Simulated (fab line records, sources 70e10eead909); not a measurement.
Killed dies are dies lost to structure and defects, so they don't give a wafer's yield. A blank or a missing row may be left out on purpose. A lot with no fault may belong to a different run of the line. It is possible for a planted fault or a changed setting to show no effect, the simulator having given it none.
Matching of chambers + flow nand harc + NHARC_P_GATE_ETCH_104 on rie diel-01: 4 sister chambers
The step etches the open film in CF4/CHF3, target depth 60 nm. 27 wafers are shown with their chamber, then 12 later ones without.

== WAFERS PAIRED WITH THEIR CHAMBERS ==
| wafer  | chamber | showerhead plenum p Torr (Torr) | drypump motor current A (A) | rf vpp V (V) |
|--------|---------|---------------------------------|-----------------------------|--------------|
| L074.4 | 0       | 1.62                            | 5.3                         | 372.2        |
| L074.5 | 2       | 1.50                            | 5.5                         | 368.6        |
| L074.6 | 1       | 1.64                            | 5.7                         | 373.7        |
| L075.1 | 3       | 1.65                            | 5.6                         | 373.8        |
| L075.2 | 0       | 1.62                            | 5.3                         | 373.5        |
| L075.3 | 2       | 1.50                            | 5.5                         | 368.3        |
| L075.4 | 1       | 1.64                            | 5.7                         | 371.8        |
| L075.5 | 1       | 1.64                            | 5.8                         | 371.9        |
| L075.6 | 0       | 1.62                            | 5.3                         | 371.3        |
| L077.1 | 2       | 1.49                            | 5.6                         | 366.6        |
| L077.2 | 1       | 1.64                            | 5.7                         | 373.7        |
| L077.6 | 2       | 1.49                            | 5.6                         | 368.1        |
| L077.3 | 0       | 1.62                            | 5.3                         | 373.8        |
| L077.4 | 3       | 1.65                            | 5.6                         | 372.5        |
| L077.5 | 1       | 1.64                            | 5.7                         | 373.8        |
| L084.1 | 0       | 1.62                            | 5.3                         | 372.1        |
| L084.2 | 2       | 1.49                            | 5.6                         | 366.9        |
| L084.3 | 1       | 1.64                            | 5.7                         | 371.7        |
| L086.1 | 3       | 1.65                            | 5.6                         | 372.7        |
| L086.2 | 1       | 1.64                            | 5.7                         | 373.7        |
| L086.3 | 0       | 1.62                            | 5.3                         | 373.5        |
| L086.4 | 2       | 1.49                            | 5.5                         | 368.0        |
| L086.5 | 1       | 1.64                            | 5.7                         | 371.6        |
| L086.6 | 2       | 1.49                            | 5.6                         | 368.1        |
| L088.1 | 2       | 1.49                            | 5.5                         | 369.2        |
| L088.4 | 0       | 1.62                            | 5.3                         | 371.2        |
| L088.6 | 2       | 1.49                            | 5.5                         | 368.6        |

SIGNATURES (means of the wafers above)
| reading                  | chamber 0 | chamber 1 | chamber 2 | chamber 3 | scatter within a chamber |
|--------------------------|-----------|-----------|-----------|-----------|--------------------------|
| showerhead plenum p Torr | 1.6200    | 1.6400    | 1.4922    | 1.6500    | 0.0026                   |
| drypump motor current A  | 5.300     | 5.713     | 5.544     | 5.600     | 0.0367                   |
| rf vpp V                 | 372.514   | 372.738   | 368.044   | 373.000   | 0.963                    |
Rule: a wafer lies at a distance from a chamber equal to the root of the sum of squares, over the readings, of (its reading less the chamber's mean, divided by the reading's scatter). If the next closest chamber is less than 2 further off than the closest, the wafer can't be placed; otherwise it belongs to the closest. How the scatter is found: for the shown wafers, subtract from each reading the mean of its chamber, square and add these, divide the total by (wafers less chambers), then take the root.

== WAFERS MISSING THEIR CHAMBER ==
| wafer  | showerhead plenum p Torr (Torr) | drypump motor current A (A) | rf vpp V (V) |
|--------|---------------------------------|-----------------------------|--------------|
| L091.3 | 1.49                            | 5.5                         | 368.1        |
| L091.4 | 1.62                            | 5.3                         | 371.7        |
| L091.6 | 1.65                            | 5.6                         | 373.7        |
| L092.2 | 1.62                            | 5.3                         | 371.9        |
| L092.3 | 1.64                            | 5.7                         | 372.2        |
| L092.4 | 1.65                            | 5.6                         | 373.1        |
| L097.2 | 1.65                            | 5.6                         | 373.0        |
| L097.4 | 1.61                            | 5.3                         | 372.7        |
| L097.5 | 1.49                            | 5.6                         | 366.7        |
| L096.2 | 1.63                            | 5.8                         | 373.0        |
| L096.4 | 1.49                            | 5.6                         | 368.2        |
| L096.6 | 1.65                            | 5.6                         | 373.6        |

== WHICH CHAMBER EACH WENT THROUGH ==
| wafer  | from the rows above | in truth |
|--------|---------------------|----------|
| L091.3 | 2                   | 2        |
| L091.4 | 0                   | 0        |
| L091.6 | 3                   | 3        |
| L092.2 | 0                   | 0        |
| L092.3 | 1                   | 1        |
| L092.4 | 3                   | 3        |
| L097.2 | 3                   | 3        |
| L097.4 | 0                   | 0        |
| L097.5 | 2                   | 2        |
| L096.2 | 1                   | 1        |
| L096.4 | 2                   | 2        |
| L096.6 | 3                   | 3        |
Correctly placed: 12 of 12. Can't be placed from these rows: 0. Wrongly placed: 0.
